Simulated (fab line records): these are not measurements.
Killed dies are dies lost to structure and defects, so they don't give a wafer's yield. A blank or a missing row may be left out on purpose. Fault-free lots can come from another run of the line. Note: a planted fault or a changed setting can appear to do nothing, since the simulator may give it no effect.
2 desks looking at one fault :: flow n5-finfet :: every desk sees just its own numbers, and what lay behind them comes last

AT THE TOOL OWNER'S DESK: ald-metal-01
The tool's own readings at N5_BEOL_M11_ALD_74 (deposits TaN, target thk 2 nm, pulse time 2 s, purge time 3 s): means of the sampled wafers that have a number, for each lot that ran on this tool. The brackets show how far a lot's mean lies from the usual mean; more than 4 standard deviations puts the lot out of limits, marked OUT.
Columns: A = heater-power-outer-w at N5_BEOL_M11_ALD_74, usual 231 W; B = heater-power-w at N5_BEOL_M11_ALD_74, usual 407 W
lot: L808
first seen here: day 13 11:58
A: 217
B: 389

lot: L813
first seen here: day 15 02:38
A: 216
B: 394

lot: L817
first seen here: day 15 07:10
A: 214
B: 370

lot: L820
first seen here: day 16 04:17
A: 220
B: 368
This desk's verdict: no lot among the 4 shows anything out of limits.

THE METROLOGY DESK
Lot by lot, what the gauges showed, no matter which tool ran the lot: averages of those sampled wafers that carry a number. The brackets show how far a lot's mean lies from the usual mean; more than 4 standard deviations puts the lot out of limits, marked OUT.
Columns: A = trench-depth-nm at N5_BEOL_M11_OCD_MEAS_38, usual 151 nm; B = cd-nm at N5_BEOL_M11_CD_MEAS_35, usual 69.7 nm
lot: L808
first seen here: day 13 11:00
A: 149
B: 69.0

lot: L813
first seen here: day 15 01:19
A: 150
B: 71.1

lot: L817
first seen here: day 15 05:55
A: 156
B: 70.2

lot: L812
first seen here: day 15 10:04
A: 154
B: 69.3

lot: L820
first seen here: day 16 03:29
A: 153
B: 68.2

lot: L826
first seen here: day 18 14:52
A: 151
B: 69.4

lot: L830
first seen here: day 19 01:20
A: 151
B: 69.0
This desk's verdict: no lot among the 7 shows anything out of limits.

ALL TOGETHER
The desk of the tool owner found nothing out of limits.
Nothing out of limits was seen by the metrology desk.

WHAT THE SIMULATOR HAD INSERTED
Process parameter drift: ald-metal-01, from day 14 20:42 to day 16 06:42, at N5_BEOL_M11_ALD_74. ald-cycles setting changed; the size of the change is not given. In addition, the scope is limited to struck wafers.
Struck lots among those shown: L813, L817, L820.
